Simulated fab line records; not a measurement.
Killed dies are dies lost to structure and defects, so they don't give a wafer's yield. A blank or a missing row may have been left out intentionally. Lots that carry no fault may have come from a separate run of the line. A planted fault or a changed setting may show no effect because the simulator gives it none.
fab line records	flow n5-finfet
[record] lots = 7	wafers = 39
route steps=1938 shown PASSIVATION@1930
start-h: start of the lot's first displayed wafer, in hours after the record's first day	wait-h: time in hours since the lot's previous step	" as in the row above	L1.1+2: a row that stands for several wafers	- no value, or no start given	* or withheld: withheld	< > ~ a bound
route shown NAME@n: NAME is a module with steps in the file, n the number in the route of the first one	usual: average and standard deviation across the fault-free wafers	same: alike in all rows	chamber/n: place in a boat	sites: the reading at each site	_std_site: standard deviation across them	_edge_site: outer sites' mean less inner sites'	radius-mm: for every site, how far away it sits from the centre of the wafer	mask NAME#n: copy n	behind: tool/chamber where the wafer was last shaped	hold: why the lot was held/for how many hours/how that ended	device: whichever transistor did not switch (one of n, p or np)	end of line: tests of these same wafers at the route's end	for a step that has no rows: nothing shown but its recipe	killed: count of dies lost to structure and defects at first sort (not the wafer's yield)	map: a wafer's dies, marking killed ones x, the rest . and places with no die _
set.NAME: the setting as run; set.NAME@STEP: as run at that earlier step	model.NAME: the simulator's own value behind a step, which no gauge read
lots run with intentionally changed settings; tables by step, rows by wafer
[[steps]]
[step N5_PASSIVATION_ETCH_54]
[recipe] chemistry = CHF3/O2	target = SiO2	target-depth-a = 8800	CHF3_flow_sccm = 50	O2_flow_sccm = 5	Ar_flow_sccm = 200	time-s = 440	mask-material = PR	pressure-mtorr = 30	source-w = 650	bias-w = 170	ion-energy-ev = 200
lot.wafer	tool	chamber	start-h	wait-h	set.target-depth-a	model.PASSIVATION.feature-depth-nm	model.etch.depth-nm
L082.1	rie-diel-05	1	303.77	0.1	8800	852	851.9
L082.2	"	3	"	"	8800	896.8	896.7
L082.3	"	2	"	"	8800	882.6	882.5
L082.4	"	0	"	"	8800	858.8	858.8
L082.5	"	1	"	"	8800	855.6	855.6
L082.6	"	2	"	"	8800	872.2	872.2
L078.1	rie-diel-06	0	304.95	0.1	10760	1086	1086
L078.2	"	2	"	"	8800	872.2	872.3
L078.3	"	3	"	"	8800	883.4	883.3
L078.4	"	1	"	"	10760	1081	1081
L078.5	"	0	"	"	10760	1083	1083
L078.6	"	3	"	"	8800	873.2	873.3
L083.1	rie-diel-03	1	318.74	0.1	8800	897.2	897.2
L083.4	"	3	"	"	8800	888.2	888.1
L083.5	"	0	"	"	8800	887.4	887.5
L088.1	rie-diel-06	1	340.83	0.1	10470	1053	1053
L088.2	"	2	"	"	10470	1026	1026
L088.3	"	0	"	"	8800	878.6	878.5
L088.4	"	3	"	"	10470	1060	1060
L088.5	"	2	"	"	8800	862	861.9
L088.6	"	1	"	"	8800	883.6	883.6
L093.1	rie-diel-05	0	379.82	0.1	5957	599	599
L093.2	"	1	"	"	8800	878.4	878.5
L093.3	"	3	"	"	5957	606.2	606.2
L093.4	"	1	"	"	5957	596	595.9
L093.5	"	0	"	"	8800	881	881.1
L093.6	"	3	"	"	8800	903.4	903.5
L094.1	rie-diel-05	1	383.13	0.1	6266	634.4	634.3
L094.2	"	3	"	"	8800	907.4	907.4
L094.3	"	0	"	"	8800	885	885
L094.4	"	3	"	"	6266	643	643
L094.5	"	1	"	"	8800	888	887.9
L094.6	"	0	"	"	6266	627	627
L096.1	rie-diel-03	1	402.21	0.1	12090	1222	1222
L096.2	"	0	"	"	8800	885.2	885.2
L096.3	"	2	"	"	12090	1215	1215
L096.4	"	3	"	"	8800	882.4	882.5
L096.5	"	0	"	"	8800	885.2	885.3
L096.6	"	1	"	"	12090	1220	1220
[step N5_PASSIVATION_STRIP_48]
[recipe] chemistry = O2	power-w = 600	temp-c = 60	pressure-mtorr = 30	rf-frequency-hz = 6e+07	bias-power-w = 0	overash-fraction = 0.5	o2-flow-sccm = 225
[step N5_PASSIVATION_STRIP_52]
[recipe] chemistry = post-etch-residue-remover	time-s = 1200	temp-c = 72.5
[step N5_PASSIVATION_SRD_72]
[recipe] dry = ipa-marangoni	time-s = 30	temp-c = 23	rinse-liquid = diw
[step N5_PASSIVATION_ANNEAL_56]
[recipe] temp-c = 400	time-s = 1800	ambient = FGA	idle-temp-c = 300	ramp-up-c-per-min = 5	ramp-down-c-per-min = 3
[step N5_PASSIVATION_PROBE_49]
[usual] defect-limited-yield = 91.3/1.5	killed_at_M0_to_M3 = 34/11	killed_at_M4_up = 14/6.1	killed-at-contacts = 12/5.9	killed-at-front-end = 39/11	killed-at-other = 4/3.3	killed-dies = 102/18	killed-open = 67/13	killed-short = 33/7.9	sort_bin_5_function = 5.1/1	sort_bin_6_memory = 3.3/0.7	sort_bin_8_speed = 0.1/0.69	sort-n-pass = 1077/19	sort-yield-pct = 91.3/1.6
[same] gross-dies = 1180	killed-at-back-side = 0	sort_bin_4_leakage[%] = 0
lot.wafer	tool	chamber	start-h	wait-h	set.target-depth-a@PASSIVATION_ETCH_54	defect-limited-yield[%]	killed_at_M0_to_M3	killed_at_M4_up	killed-at-contacts	killed-at-front-end	killed-at-other	killed-dies	killed-open	killed-short	sort_bin_5_function[%]	sort_bin_6_memory[%]	sort_bin_8_speed[%]	sort-n-pass	sort-yield-pct[%]
L082.1	prober-01	-	306.55	0.0	8800	0	38	11	12	41	1078	1180	70	36	5.0	3.8	0	0	0
L082.2	prober-01	-	306.60	0.1	8800	0	21	19	12	40	1088	1180	71	27	5.2	3.0	0	0	0
L082.3	prober-01	-	306.65	0.1	8800	92.1	18	6	17	43	9	93	56	35	4.3	3.3	0	1087	92.1
L082.4	prober-01	-	306.70	0.2	8800	90.5	31	14	17	46	4	112	68	44	5.8	3.3	0	1068	90.5
L082.5	prober-01	-	306.75	0.2	8800	0	29	24	10	60	1057	1180	96	29	6.4	4.1	0	0	0
L082.6	prober-01	-	306.80	0.3	8800	93.0	18	6	7	45	7	83	62	21	4.1	2.7	0	1097	93.0
L078.1	prober-01	-	307.74	0.0	10760	45.7	28	21	24	63	505	641	93	47	6.7	5.1	0	539	45.7
L078.2	prober-01	-	307.79	0.1	8800	91.0	38	10	13	40	5	106	59	45	5.3	3.1	0	1074	91.0
L078.3	prober-01	-	307.84	0.1	8800	46.9	48	19	11	23	526	627	66	37	5.1	3.6	0.1	552	46.8
L078.4	prober-01	-	307.89	0.2	10760	89.7	41	15	16	46	3	121	88	29	5.8	4.2	0	1059	89.7
L078.5	prober-01	-	307.94	0.2	10760	92.2	30	18	13	28	3	92	59	29	5.1	2.7	0	1088	92.2
L078.6	prober-01	-	307.99	0.3	8800	47.5	41	13	10	44	512	620	79	31	5.4	3.8	0	560	47.5
L083.1	prober-01	-	322.02	0.0	8800	92.4	28	8	7	40	7	90	49	33	4.1	2.6	0	1090	92.4
L083.4	prober-01	-	322.17	0.2	8800	91.1	33	11	17	44	0	105	67	37	5.2	3.6	0	1075	91.1
L083.5	prober-01	-	322.22	0.2	8800	90.3	37	14	13	46	4	114	60	50	4.7	4.2	0	1066	90.3
L088.1	prober-01	-	343.61	0.0	10470	92.4	30	19	8	30	3	90	59	27	4.4	3.0	10.2	970	82.2
L088.2	prober-01	-	343.66	0.1	10470	89.9	39	17	20	34	9	119	85	32	5.4	4.4	6.3	987	83.6
L088.3	prober-01	-	343.71	0.1	8800	0.3	44	20	13	28	1072	1177	83	27	6.2	3.1	0	3	0.3
L088.4	prober-01	-	343.76	0.2	10470	0	35	20	11	39	1075	1180	74	37	5.5	3.6	0	0	0
L088.5	prober-01	-	343.81	0.2	8800	90.7	45	18	12	25	10	110	73	35	5.0	3.9	0	1070	90.7
L088.6	prober-01	-	343.86	0.3	8800	0.3	25	24	9	32	1086	1176	68	32	5.6	2.8	0.3	0	0
L093.1	prober-01	-	382.61	0.0	5957	0	60	16	7	40	1057	1180	93	29	96.9	2.8	0	0	0
L093.2	prober-01	-	382.66	0.1	8800	88.9	61	13	13	33	11	131	74	43	7.1	3.6	0	1049	88.9
L093.3	prober-01	-	382.71	0.1	5957	0	58	14	17	44	1047	1180	80	45	96.5	3.4	0	0	0
L093.4	prober-01	-	382.76	0.2	5957	0	19	15	9	31	1106	1180	54	21	97.4	2.4	0	0	0
L093.5	prober-01	-	382.81	0.2	8800	91.9	42	14	4	33	3	96	62	31	4.4	3.5	0	1084	91.9
L093.6	prober-01	-	382.86	0.3	8800	91.6	44	18	2	32	3	99	58	35	4.2	3.9	0	1081	91.6
L094.1	prober-02	-	385.92	0.0	6266	0	24	15	20	18	1103	1180	56	21	97.7	2.0	0	0	0
L094.2	prober-02	-	385.97	0.1	8800	92.7	25	17	21	22	1	86	62	22	4.2	2.8	0	1094	92.7
L094.3	prober-02	-	386.02	0.1	8800	92.3	19	27	16	25	4	91	61	28	4.7	2.7	0	1089	92.3
L094.4	prober-02	-	386.07	0.2	6266	0	29	11	27	30	1083	1180	77	22	96.7	3.1	0	0	0
L094.5	prober-02	-	386.12	0.2	8800	90.9	32	21	30	23	1	107	69	36	5.7	3.1	0	1073	90.9
L094.6	prober-02	-	386.17	0.3	6266	0	25	11	25	39	1080	1180	59	41	96.4	3.3	0	0	0
L096.1	prober-01	-	405.47	0.0	12090	0	61	19	10	34	1056	1180	91	36	7.2	3.5	0	0	0
L096.2	prober-01	-	405.52	0.1	8800	0	39	17	10	56	1058	1180	81	43	6.4	3.9	0	0	0
L096.3	prober-01	-	405.57	0.1	12090	89.5	48	13	19	43	1	124	90	34	5.8	4.4	0	1056	89.5
L096.4	prober-01	-	405.62	0.2	8800	0	37	9	7	35	1092	1180	58	32	4.8	2.6	0	0	0
L096.5	prober-01	-	405.67	0.2	8800	90.8	33	12	2	61	1	109	74	35	5.0	4.1	0	1071	90.8
L096.6	prober-01	-	405.72	0.3	12090	87.7	42	34	28	35	6	145	96	48	8.1	4.1	0	1035	87.7
// killed by level:class
L082.1 MIM_BOT:area-sputter=1074 MOL_CONTACT_COAG:geometric-particle:open=11 STI_FIN_REVEAL:geometric-particle:open=8 BEOL_M4:geometric-particle:open=8 FIN_SAQP:geometric-particle:short=7 BEOL_M0_SAQP:geometric-particle:short=7 BEOL_M2:geometric-particle:open=7 GATE_CUT:geometric-particle:short=6
L082.2 MIM_BOT:area-sputter=1082 MOL_CONTACT_COAG:geometric-particle:open=10 FIN_SAQP:geometric-particle:open=9 BEOL_M5:geometric-particle:open=9 BEOL_M3:geometric-particle:open=7 STARTING-WAFER:geometric-particle:open=6 STI_FIN_REVEAL:geometric-particle:open=5 FIN_SAQP:geometric-particle:short=3
L082.3 MOL_CONTACT_COAG:geometric-particle:open=13 STI_FIN_REVEAL:geometric-particle:open=10 GATE_CUT:geometric-particle:short=9 FIN_SAQP:geometric-particle:open=7 BEOL_M3:geometric-particle:open=6 STI_FIN_REVEAL:geometric-particle:short=5 BEOL_M0_SAQP:geometric-particle:open=4 DUMMY_GATE:geometric-particle:open=4
L082.4 MOL_CONTACT_COAG:geometric-particle:open=14 GATE_CUT:geometric-particle:short=12 BEOL_M3:geometric-particle:open=10 BEOL_M0_SAQP:geometric-particle:short=8 DUMMY_GATE:geometric-particle:open=7 BEOL_M0_SAQP:geometric-particle:open=7 FIN_SAQP:geometric-particle:open=6 BEOL_M4:geometric-particle:open=5
L082.5 MIM_BOT:area-sputter=1055 FIN_SAQP:geometric-particle:open=25 BEOL_M4:geometric-particle:open=16 STI_FIN_REVEAL:geometric-particle:open=15 BEOL_M3:geometric-particle:open=13 BEOL_M0_SAQP:geometric-particle:short=8 FIN_SAQP:geometric-particle:short=7 MOL_CONTACT_COAG:geometric-particle:open=6
L082.6 FIN_SAQP:geometric-particle:open=14 STI_FIN_REVEAL:geometric-particle:open=12 MOL_CONTACT_COAG:geometric-particle:open=7 BEOL_M0_SAQP:geometric-particle:short=6 DUMMY_GATE:geometric-particle:open=4 GATE_CUT:geometric-particle:short=4 BEOL_M0_SAQP:geometric-particle:open=4 BEOL_M2:geometric-particle:open=4
L078.1 MIM_BOT:area-sputter=498 MOL_CONTACT_COAG:geometric-particle:open=19 STI_FIN_REVEAL:geometric-particle:open=14 GATE_CUT:geometric-particle:open=10 FIN_SAQP:geometric-particle:open=9 GATE_CUT:geometric-particle:short=9 BEOL_M4:geometric-particle:short=9 BEOL_M4:geometric-particle:open=7
L078.2 FIN_SAQP:geometric-particle:open=14 MOL_CONTACT_COAG:geometric-particle:open=12 BEOL_M3:geometric-particle:short=12 BEOL_M0_SAQP:geometric-particle:open=10 GATE_CUT:geometric-particle:short=8 FIN_SAQP:geometric-particle:short=7 BEOL_M0_SAQP:geometric-particle:short=6 BEOL_M3:geometric-particle:open=3
L078.3 MIM_BOT:area-sputter=521 BEOL_M3:geometric-particle:open=12 BEOL_M0_SAQP:geometric-particle:open=11 BEOL_M3:geometric-particle:short=10 MOL_CONTACT_COAG:geometric-particle:open=8 BEOL_M4:geometric-particle:open=6 BEOL_M0_SAQP:geometric-particle:short=6 GATE_CUT:geometric-particle:open=6
L078.4 MOL_CONTACT_COAG:geometric-particle:open=14 BEOL_M3:geometric-particle:open=12 FIN_SAQP:geometric-particle:open=11 STI_FIN_REVEAL:geometric-particle:open=11 BEOL_M0_SAQP:geometric-particle:open=10 BEOL_M3:geometric-particle:short=7 BEOL_M4:geometric-particle:open=6 FIN_SAQP:geometric-particle:short=5
L078.5 MOL_CONTACT_COAG:geometric-particle:open=11 BEOL_M4:geometric-particle:open=11 BEOL_M0_SAQP:geometric-particle:open=9 BEOL_M3:geometric-particle:open=7 FIN_SAQP:geometric-particle:short=5 STARTING-WAFER:geometric-particle:short=5 FIN_SAQP:geometric-particle:open=4 STI_FIN_REVEAL:geometric-particle:open=4
L078.6 MIM_BOT:area-sputter=508 STI_FIN_REVEAL:geometric-particle:open=14 BEOL_M3:geometric-particle:open=12 FIN_SAQP:geometric-particle:open=10 MOL_CONTACT_COAG:geometric-particle:open=10 FIN_SAQP:geometric-particle:short=9 BEOL_M0_SAQP:geometric-particle:open=7 BEOL_M1:geometric-particle:open=5
L083.1 BEOL_M0_SAQP:geometric-particle:short=10 GATE_CUT:geometric-particle:open=9 BEOL_M1:geometric-particle:open=6 HKMG_FIN:area-etch=6 STI_FIN_REVEAL:geometric-particle:open=5 MOL_CONTACT_COAG:geometric-particle:short=4 BEOL_M0_SAQP:geometric-particle:open=4 STARTING-WAFER:geometric-particle:open=4
L083.4 MOL_CONTACT_COAG:geometric-particle:open=14 GATE_CUT:geometric-particle:short=11 BEOL_M0_SAQP:geometric-particle:open=9 BEOL_M0_SAQP:geometric-particle:short=8 BEOL_M3:geometric-particle:open=7 STI_FIN_REVEAL:geometric-particle:open=6 GATE_CUT:geometric-particle:open=6 FIN_SAQP:geometric-particle:short=5
L083.5 BEOL_M0_SAQP:geometric-particle:short=13 BEOL_M0_SAQP:geometric-particle:open=10 GATE_CUT:geometric-particle:short=9 STI_FIN_REVEAL:geometric-particle:open=8 BEOL_M4:geometric-particle:open=8 FIN_SAQP:geometric-particle:open=7 MOL_CONTACT_COAG:geometric-particle:open=7 MOL_CONTACT_COAG:geometric-particle:short=6
L088.1 BEOL_M4:geometric-particle:open=10 BEOL_M0_SAQP:geometric-particle:short=9 FIN_SAQP:geometric-particle:open=8 MOL_CONTACT_COAG:geometric-particle:open=8 BEOL_M0_SAQP:geometric-particle:open=7 STI_FIN_REVEAL:geometric-particle:open=5 BEOL_M3:geometric-particle:open=5 FIN_SAQP:geometric-particle:short=3
L088.2 MOL_CONTACT_COAG:geometric-particle:open=16 BEOL_M3:geometric-particle:open=14 FIN_SAQP:geometric-particle:open=9 BEOL_M0_SAQP:geometric-particle:short=8 STI_FIN_REVEAL:geometric-particle:open=7 BEOL_M4:geometric-particle:open=7 BEOL_M0_SAQP:geometric-particle:open=6 DUMMY_GATE:geometric-particle:open=4
L088.3 MIM_BOT:area-sputter=1066 BEOL_M3:geometric-particle:open=18 MOL_CONTACT_COAG:geometric-particle:open=8 BEOL_M0_SAQP:geometric-particle:open=8 FIN_SAQP:geometric-particle:open=7 STI_FIN_REVEAL:geometric-particle:open=7 BEOL_M4:geometric-particle:open=7 STARTING-WAFER:geometric-particle:short=6
L088.4 MIM_BOT:area-sputter=1069 FIN_SAQP:geometric-particle:open=11 BEOL_M3:geometric-particle:open=11 BEOL_M0_SAQP:geometric-particle:short=9 MOL_CONTACT_COAG:geometric-particle:open=9 FIN_SAQP:geometric-particle:short=8 BEOL_M0_SAQP:geometric-particle:open=8 BEOL_M4:geometric-particle:open=6
L088.5 BEOL_M0_SAQP:geometric-particle:open=14 BEOL_M4:geometric-particle:open=12 BEOL_M0_SAQP:geometric-particle:short=10 MOL_CONTACT_COAG:geometric-particle:open=9 BEOL_M3:geometric-particle:open=9 FIN_SAQP:geometric-particle:short=7 BEOL_M2:geometric-particle:open=6 GATE_CUT:geometric-particle:open=5
L088.6 MIM_BOT:area-sputter=1075 BEOL_M3:geometric-particle:open=11 BEOL_M4:geometric-particle:open=10 FIN_SAQP:geometric-particle:open=6 MOL_CONTACT_COAG:geometric-particle:open=6 GATE_CUT:geometric-particle:short=5 BEOL_M2:geometric-particle:open=5 DUMMY_GATE:geometric-particle:open=4
L093.1 PASSIVATION:area-etch=1052 BEOL_M3:geometric-particle:open=29 BEOL_M2:geometric-particle:open=11 FIN_SAQP:geometric-particle:short=7 STI_FIN_REVEAL:geometric-particle:open=7 DUMMY_GATE:geometric-particle:open=6 MOL_CONTACT_COAG:geometric-particle:open=6 STARTING-WAFER:geometric-particle:open=5
L093.2 BEOL_M2:area-etch=14 BEOL_M2:geometric-particle:open=13 MOL_CONTACT_COAG:geometric-particle:open=12 BEOL_M2:geometric-particle:short=12 BEOL_M3:geometric-particle:open=11 BEOL_M4:geometric-particle:open=9 PASS1_CAP:geometric-particle:short=7 BEOL_M0_SAQP:geometric-particle:short=6
L093.3 PASSIVATION:area-etch=1045 MOL_CONTACT_COAG:geometric-particle:open=15 FIN_SAQP:geometric-particle:short=12 BEOL_M1:geometric-particle:open=11 BEOL_M0_SAQP:geometric-particle:open=9 BEOL_M4:geometric-particle:open=9 BEOL_M2:area-etch=9 DUMMY_GATE:geometric-particle:open=8
L093.4 PASSIVATION:area-etch=1103 MOL_CONTACT_COAG:geometric-particle:open=8 FIN_SAQP:geometric-particle:open=7 BEOL_M2:geometric-particle:open=7 FIN_SAQP:geometric-particle:short=6 STI_FIN_REVEAL:geometric-particle:open=6 DUMMY_GATE:geometric-particle:open=5 BEOL_M2:geometric-particle:short=3
L093.5 BEOL_M1:geometric-particle:open=9 STI_FIN_REVEAL:geometric-particle:open=8 BEOL_M0_SAQP:geometric-particle:short=8 BEOL_M3:geometric-particle:open=7 FIN_SAQP:geometric-particle:open=6 BEOL_M2:geometric-particle:short=6 BEOL_M4:geometric-particle:open=6 FIN_SAQP:geometric-particle:short=4
L093.6 BEOL_M2:geometric-particle:open=12 BEOL_M0_SAQP:geometric-particle:short=8 FIN_SAQP:geometric-particle:short=7 STI_FIN_REVEAL:geometric-particle:open=7 BEOL_M0_SAQP:geometric-particle:open=6 BEOL_M3:geometric-particle:open=6 FIN_SAQP:geometric-particle:open=5 BEOL_M4:geometric-particle:short=5
L094.1 PASSIVATION:area-etch=1103 MOL_CONTACT_COAG:geometric-particle:open=17 BEOL_M0_SAQP:geometric-particle:open=7 BEOL_M4:geometric-particle:open=7 BEOL_M0_SAQP:geometric-particle:short=5 DUMMY_GATE:geometric-particle:open=4 GATE_CUT:geometric-particle:short=4 BEOL_M3:geometric-particle:open=4
L094.2 MOL_CONTACT_COAG:geometric-particle:open=18 FIN_SAQP:geometric-particle:open=7 BEOL_M3:geometric-particle:open=7 BEOL_M4:geometric-particle:open=7 FIN_SAQP:geometric-particle:short=5 BEOL_M0_SAQP:geometric-particle:open=5 BEOL_M0_SAQP:geometric-particle:short=5 BEOL_M1:geometric-particle:open=3
L094.3 BEOL_M4:geometric-particle:open=15 MOL_CONTACT_COAG:geometric-particle:open=11 FIN_SAQP:geometric-particle:open=7 BEOL_M3:geometric-particle:open=7 FIN_SAQP:geometric-particle:short=5 MOL_CONTACT_COAG:geometric-particle:short=5 BEOL_M0_SAQP:geometric-particle:open=3 BEOL_M1:geometric-particle:open=3
L094.4 PASSIVATION:area-etch=1081 MOL_CONTACT_COAG:geometric-particle:open=23 FIN_SAQP:geometric-particle:open=14 BEOL_M1:geometric-particle:open=10 BEOL_M0_SAQP:geometric-particle:open=8 BEOL_M4:geometric-particle:open=7 MOL_CONTACT_COAG:geometric-particle:short=4 BEOL_M0_SAQP:geometric-particle:short=4
L094.5 MOL_CONTACT_COAG:geometric-particle:open=21 MOL_CONTACT_COAG:geometric-particle:short=9 BEOL_M3:geometric-particle:open=8 BEOL_M4:geometric-particle:open=8 FIN_SAQP:geometric-particle:short=6 BEOL_M2:geometric-particle:open=6 BEOL_M0:geometric-particle:open=5 FIN_SAQP:geometric-particle:open=4
L094.6 PASSIVATION:area-etch=1080 MOL_CONTACT_COAG:geometric-particle:open=18 FIN_SAQP:geometric-particle:short=7 MOL_CONTACT_COAG:geometric-particle:short=7 BEOL_M0_SAQP:geometric-particle:short=7 BEOL_M0_SAQP:geometric-particle:open=7 DUMMY_GATE:geometric-particle:open=4 GATE_CUT:geometric-particle:open=4
L096.1 MIM_BOT:area-sputter=1051 BEOL_M0_SAQP:geometric-particle:open=15 BEOL_M2:geometric-particle:open=11 BEOL_M4:geometric-particle:open=9 BEOL_M3:geometric-particle:open=9 MOL_CONTACT_COAG:geometric-particle:open=8 BEOL_M0_SAQP:geometric-particle:short=8 BEOL_M1:geometric-particle:open=6
L096.2 MIM_BOT:area-sputter=1056 BEOL_M0_SAQP:geometric-particle:open=12 BEOL_M4:geometric-particle:open=11 FIN_SAQP:geometric-particle:short=10 BEOL_M0_SAQP:geometric-particle:short=10 FIN_SAQP:geometric-particle:open=9 DUMMY_GATE:geometric-particle:open=9 MOL_CONTACT_COAG:geometric-particle:open=9
L096.3 MOL_CONTACT_COAG:geometric-particle:open=16 BEOL_M0_SAQP:geometric-particle:short=10 STI_FIN_REVEAL:geometric-particle:open=10 BEOL_M0_SAQP:geometric-particle:open=10 FIN_SAQP:geometric-particle:open=9 BEOL_M1:geometric-particle:open=8 BEOL_M2:geometric-particle:open=7 GATE_CUT:geometric-particle:short=6
L096.4 MIM_BOT:area-sputter=1087 BEOL_M2:geometric-particle:open=7 BEOL_M0_SAQP:geometric-particle:open=7 BEOL_M1:geometric-particle:open=7 FIN_SAQP:geometric-particle:open=6 BEOL_M3:geometric-particle:open=5 STI_FIN_REVEAL:geometric-particle:open=5 GATE_CUT:geometric-particle:short=5
L096.5 FIN_SAQP:geometric-particle:open=18 STI_FIN_REVEAL:geometric-particle:open=14 BEOL_M2:geometric-particle:open=9 BEOL_M0_SAQP:geometric-particle:short=6 BEOL_M4:geometric-particle:open=6 FIN_SAQP:geometric-particle:short=5 BEOL_M1:geometric-particle:open=5 STI_FIN_REVEAL:geometric-particle:short=4
L096.6 MOL_CONTACT_COAG:geometric-particle:open=23 BEOL_M4:geometric-particle:open=18 BEOL_M3:geometric-particle:open=11 BEOL_M0_SAQP:geometric-particle:short=9 BEOL_M2:geometric-particle:open=7 STI_FIN_REVEAL:geometric-particle:open=6 FIN_SAQP:geometric-particle:short=5 DUMMY_GATE:geometric-particle:open=5
[[key]]
[split] step = N5_PASSIVATION_ETCH_54	setting = target-depth-a	stated = 8800	by = wafer
[response] step = N5_PASSIVATION_ETCH_54	reading = model.PASSIVATION.feature-depth-nm	change = +8.99	per = 1%	r = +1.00
[response] step = N5_PASSIVATION_ETCH_54	reading = model.etch.depth-nm	change = +8.99	per = 1%	r = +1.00
[response] step = N5_PASSIVATION_PROBE_49	reading = sort_bin_5_function	shape = bent	at-lowest = 96.9	at-stated = 5.2	at-highest = 7.1
